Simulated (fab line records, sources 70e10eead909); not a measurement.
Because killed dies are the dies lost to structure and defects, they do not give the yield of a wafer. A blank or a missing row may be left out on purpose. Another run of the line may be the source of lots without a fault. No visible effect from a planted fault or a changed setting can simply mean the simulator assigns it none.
Chamber matching + flow nand_harc + NHARC_A_CONTACT_DESCUM_74 on rie_diel-04: 4 sister chambers
The step chemistry O2, time 3 s. 4 wafers are shown with their chamber, then 7 later ones without.

WAFERS, EACH WITH ITS CHAMBER
| wafer  | chamber | showerhead_plenum_p_Torr (Torr) |
|--------|---------|---------------------------------|
| L081.4 | 0       | 1.92                            |
| L083.5 | 2       | 1.91                            |
| L086.1 | 1       | 1.95                            |
| L086.5 | 3       | 1.88                            |

WAFERS WITHOUT THEIR CHAMBER
| wafer  | showerhead_plenum_p_Torr (Torr) |
|--------|---------------------------------|
| L086.6 | 1.92                            |
| L089.1 | 1.90                            |
| L089.3 | 1.92                            |
| L089.6 | 1.90                            |
| L090.1 | 1.91                            |
| L090.2 | 1.95                            |
| L090.6 | 1.92                            |

WHICH CHAMBER EACH WENT THROUGH
| wafer  | from the rows above          | in truth |
|--------|------------------------------|----------|
| L086.6 | can't be placed: 0 or 2      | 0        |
| L089.1 | can't be placed: 2 or 0 or 3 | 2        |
| L089.3 | can't be placed: 0 or 2      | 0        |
| L089.6 | can't be placed: 2 or 0 or 3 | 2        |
| L090.1 | can't be placed: 2 or 0      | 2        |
| L090.2 | 1                            | 1        |
| L090.6 | can't be placed: 0 or 2      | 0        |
Correctly placed: 1 of 7. Can't be placed from these rows: 6 (the true chamber is among the candidates in 6). Placed wrongly: 0.
How it was worked out, from the rows above alone: a wafer's distance from a chamber is the root of the sum, over the readings, of the square of ((its reading less the chamber's mean) divided by the reading's scatter). If the next closest chamber is less than 2 further off than the closest, the wafer can't be placed; otherwise it belongs to the closest. The mean given for a chamber averages the wafers shown for that chamber. The scatter: with one shown wafer a chamber, the root of the mean of the squares of how far each hidden wafer lies from its nearest shown one.
